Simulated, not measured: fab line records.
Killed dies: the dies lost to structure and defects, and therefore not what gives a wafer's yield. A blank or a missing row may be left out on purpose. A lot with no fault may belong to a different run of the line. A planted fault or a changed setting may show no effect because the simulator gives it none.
Chamber matching | flow nand harc | ald hk-04 running NHARC_A_CHANNEL_FILL_D2_ALD_16: 4 sister chambers
The step deposits SiO2, target thk 1.5 nm, pulse time 10 s, ald cycles 15. 14 wafers are shown with their chamber, then 7 later ones without.

EACH WAFER AND ITS CHAMBER
wafer  | chamber | heater power outer w (W) | heater power w (W) | precursor pulse height rel
L608.1 | 0       | 286                      | 486                | 0.973
L608.4 | 3       | 243                      | 416                | 1.000
L608.5 | 2       | 259                      | 459                | 0.968
L606.2 | 3       | 241                      | 404                | 0.994
L606.4 | 0       | 279                      | 479                | 0.990
L606.6 | 3       | 236                      | 400                | 0.985
L607.1 | 0       | 279                      | 482                | 1.026
L607.5 | 3       | 241                      | 401                | 0.997
L607.6 | 0       | 280                      | 489                | 0.994
L612.1 | 1       | 320                      | 551                | 1.005
L612.2 | 2       | 253                      | 435                | 0.999
L612.3 | 3       | 239                      | 402                | 1.015
L615.1 | 2       | 243                      | 453                | 1.022
L615.4 | 1       | 320                      | 548                | 1.002

SIGNATURES, as means of the wafers listed above
reading                    | chamber 0 | chamber 1 | chamber 2 | chamber 3 | scatter within a chamber
heater power outer w       | 281.00    | 320.00    | 251.67    | 240.00    | 4.39
heater power w             | 484.00    | 549.50    | 449.00    | 404.60    | 7.39
precursor pulse height rel | 0.99575   | 1.00350   | 0.99633   | 0.99820   | 0.0185
Rule: a wafer lies at a distance from a chamber equal to the root of the sum of squares, over the readings, of (its reading less the chamber's mean, divided by the reading's scatter). If the next closest chamber is less than 2 further off than the closest, the wafer can't be placed; otherwise it belongs to the closest. The scatter: the root of (the sum of the squares of (reading less its chamber's mean) over the shown wafers, divided by (wafers less chambers)).

WAFERS WITH NO CHAMBER GIVEN
wafer  | heater power outer w (W) | heater power w (W) | precursor pulse height rel
L615.6 | 312                      | 535                | 0.981
L619.3 | 316                      | 552                | 1.011
L619.4 | 265                      | 464                | 1.030
L619.5 | 256                      | 459                | 1.016
L626.4 | 228                      | 407                | 0.975
L626.5 | 318                      | 558                | 0.990
L626.6 | 274                      | 480                | 1.001

WHICH CHAMBER EACH WENT THROUGH
wafer  | from the rows above     | in truth
L615.6 | 1                       | 1
L619.3 | 1                       | 1
L619.4 | can't be placed: 2 or 0 | 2
L619.5 | 2                       | 2
L626.4 | 3                       | 3
L626.5 | 1                       | 1
L626.6 | 0                       | 0
6 of 7 placed correctly. Unplaceable from these rows: 1, with the true chamber sitting among the candidates in 1. Wrongly placed: 0.
